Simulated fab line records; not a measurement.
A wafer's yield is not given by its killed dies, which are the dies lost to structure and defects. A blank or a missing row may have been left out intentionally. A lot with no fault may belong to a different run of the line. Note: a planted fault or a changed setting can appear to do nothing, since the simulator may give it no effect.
Matching of chambers ; flow n5 finfet ; 4 sister chambers for N5_HKMG_FIN_HK_ALD_01 on ald hk-01
The step deposits HfO2, target thk 1.6 nm, pulse time 3 s, purge time 3 s. 4 wafers are shown with their chamber, then 7 later ones without.

WAFERS PAIRED WITH THEIR CHAMBERS
wafer;chamber;precursor pulse height rel
L086.2;0;1.018
L090.6;1;1.002
L091.2;2;0.971
L091.3;3;0.987

WAFERS WHOSE CHAMBER IS MISSING
wafer;precursor pulse height rel
L091.4;1.030
L093.1;1.017
L093.5;1.014
L093.6;1.005
L095.1;0.978
L095.2;0.990
L095.4;1.007

CHAMBER TAKEN BY EACH
wafer;from the rows above;in truth
L091.4;0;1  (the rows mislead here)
L093.1;0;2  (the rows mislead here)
L093.5;can't be placed: 0 or 1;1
L093.6;can't be placed: 1 or 0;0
L095.1;can't be placed: 2 or 3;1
L095.2;can't be placed: 3 or 1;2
L095.4;can't be placed: 1 or 0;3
0 of 7 placed correctly. From these rows, 5 cannot be placed; in 2 the true chamber is one of the candidates. 2 placed wrongly.
How it was worked out, from the rows above alone: a wafer's distance from a chamber is the root of the sum, over the readings, of the square of ((its reading less the chamber's mean) divided by the reading's scatter). The wafer belongs to the nearest chamber; if the next one is less than 2 further off, it can't be placed. The mean given for a chamber averages the wafers shown for that chamber. The scatter: root of mean squared gap, hidden wafer to nearest shown wafer, with one shown wafer a chamber.
